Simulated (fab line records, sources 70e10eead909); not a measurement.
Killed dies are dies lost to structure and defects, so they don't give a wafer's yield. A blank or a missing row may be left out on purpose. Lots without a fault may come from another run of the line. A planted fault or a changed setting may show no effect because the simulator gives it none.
Chamber matching | flow nand_harc | NHARC_A_M0_DESCUM_14 on rie_diel-10: 4 sister chambers
The step chemistry O2, time 3 s. 57 wafers are shown with their chamber, then 12 later ones without.

WAFERS WITH THEIR CHAMBER
wafer  | chamber | drypump_motor_current_A (A) | oes_product_au (a.u.) | rf_vpp_V (V)
L075.1 | 2       | 5.9                         | 1.012                 | 57.3
L075.5 | 0       | 5.3                         | 1.007                 | 56.9
L075.6 | 1       | 6.2                         | 1.015                 | 56.5
L074.1 | 1       | 6.2                         | 1.009                 | 58.5
L074.4 | 0       | 5.3                         | 1.006                 | 57.8
L074.5 | 1       | 6.2                         | 1.016                 | 58.4
L076.2 | 0       | 5.3                         | 1.020                 | 56.7
L076.3 | 1       | 6.2                         | 1.020                 | 57.9
L076.4 | 0       | 5.3                         | 1.018                 | 58.6
L076.1 | 2       | 5.9                         | 1.013                 | 56.6
L076.5 | 2       | 5.9                         | 1.005                 | 58.3
L076.6 | 1       | 6.2                         | 1.023                 | 58.0
L078.1 | 3       | 5.9                         | 1.004                 | 58.7
L078.3 | 2       | 5.9                         | 0.995                 | 57.3
L078.5 | 1       | 6.2                         | 1.009                 | 58.9
L077.2 | 2       | 5.9                         | 1.005                 | 57.7
L077.5 | 1       | 6.2                         | 1.020                 | 58.4
L077.6 | 2       | 6.0                         | 1.005                 | 56.2
L079.3 | 3       | 5.9                         | 1.016                 | 57.2
L079.5 | 2       | 5.9                         | 1.016                 | 58.1
L079.6 | 1       | 6.2                         | 1.009                 | 59.3
L083.1 | 1       | 6.2                         | 1.002                 | 57.5
L083.2 | 0       | 5.3                         | 1.000                 | 59.2
L083.3 | 2       | 6.0                         | 0.995                 | 56.6
L083.4 | 3       | 5.9                         | 1.005                 | 55.6
L083.5 | 1       | 6.2                         | 1.006                 | 57.8
L083.6 | 2       | 6.0                         | 0.991                 | 57.7
L084.2 | 3       | 5.9                         | 1.007                 | 58.1
L084.3 | 0       | 5.3                         | 1.013                 | 58.3
L084.6 | 2       | 5.9                         | 0.991                 | 58.4
L087.2 | 0       | 5.3                         | 1.006                 | 58.4
L087.4 | 3       | 5.9                         | 1.000                 | 57.9
L087.5 | 1       | 6.2                         | 1.011                 | 59.4
L086.2 | 1       | 6.2                         | 0.996                 | 58.4
L086.3 | 0       | 5.3                         | 1.006                 | 58.2
L086.5 | 1       | 6.2                         | 1.003                 | 58.7
L086.1 | 2       | 5.9                         | 0.983                 | 57.6
L086.4 | 3       | 5.9                         | 1.004                 | 59.8
L086.6 | 2       | 5.9                         | 1.009                 | 56.6
L085.2 | 2       | 6.0                         | 0.999                 | 57.0
L085.3 | 0       | 5.3                         | 1.004                 | 58.0
L085.4 | 3       | 5.9                         | 0.986                 | 57.8
L090.2 | 2       | 6.0                         | 0.998                 | 58.0
L090.4 | 0       | 5.3                         | 1.005                 | 57.0
L090.5 | 1       | 6.2                         | 1.012                 | 58.5
L090.1 | 3       | 5.9                         | 0.994                 | 57.4
L090.3 | 1       | 6.2                         | 1.011                 | 58.6
L090.6 | 0       | 5.3                         | 1.013                 | 57.5
L089.1 | 0       | 5.4                         | 1.003                 | 58.5
L089.2 | 1       | 6.2                         | 0.991                 | 58.5
L089.3 | 2       | 5.9                         | 0.990                 | 57.6
L089.4 | 3       | 5.9                         | 0.987                 | 57.2
L089.5 | 1       | 6.2                         | 1.002                 | 56.7
L089.6 | 2       | 6.0                         | 0.999                 | 57.2
L091.1 | 0       | 5.3                         | 1.003                 | 59.2
L091.3 | 3       | 5.9                         | 0.988                 | 58.6
L091.4 | 2       | 5.9                         | 1.003                 | 57.6

SIGNATURES (means of the wafers above)
reading                 | chamber 0 | chamber 1 | chamber 2 | chamber 3 | scatter within a chamber
drypump_motor_current_A | 5.308     | 6.200     | 5.935     | 5.900     | 0.0301
oes_product_au          | 1.00800   | 1.00912   | 1.00053   | 0.99910   | 0.00853
rf_vpp_V                | 58.023    | 58.235    | 57.400    | 57.830    | 0.82
Rule: a wafer's distance from a chamber is the root of the sum, over the readings, of the square of ((its reading less the chamber's mean) divided by the reading's scatter). The wafer belongs to the nearest chamber; if the next one is less than 2 further off, it can't be placed. The scatter: the root of (the sum of the squares of (reading less its chamber's mean) over the shown wafers, divided by (wafers less chambers)).

WAFERS WITHOUT THEIR CHAMBER
wafer  | drypump_motor_current_A (A) | oes_product_au (a.u.) | rf_vpp_V (V)
L088.2 | 6.2                         | 1.011                 | 57.4
L088.3 | 5.9                         | 0.997                 | 58.1
L088.5 | 6.2                         | 1.006                 | 59.3
L094.1 | 5.3                         | 1.005                 | 57.5
L094.4 | 6.2                         | 1.016                 | 57.6
L094.5 | 5.4                         | 1.016                 | 58.4
L096.1 | 5.9                         | 0.986                 | 56.5
L096.5 | 5.4                         | 0.995                 | 59.9
L096.6 | 6.2                         | 1.006                 | 58.4
L095.2 | 5.3                         | 0.997                 | 58.0
L095.5 | 6.2                         | 1.009                 | 56.4
L095.6 | 5.9                         | 0.991                 | 56.0

WHICH CHAMBER EACH WENT THROUGH
wafer  | from the rows above     | in truth
L088.2 | 1                       | 1
L088.3 | can't be placed: 3 or 2 | 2
L088.5 | 1                       | 1
L094.1 | 0                       | 0
L094.4 | 1                       | 1
L094.5 | 0                       | 0
L096.1 | can't be placed: 3 or 2 | 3
L096.5 | 0                       | 0
L096.6 | 1                       | 1
L095.2 | 0                       | 0
L095.5 | 1                       | 1
L095.6 | can't be placed: 2 or 3 | 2
Placed correctly: 9 of 12. Can't be placed from these rows: 3 (the true chamber is among the candidates in 3). Placed wrongly: 0.
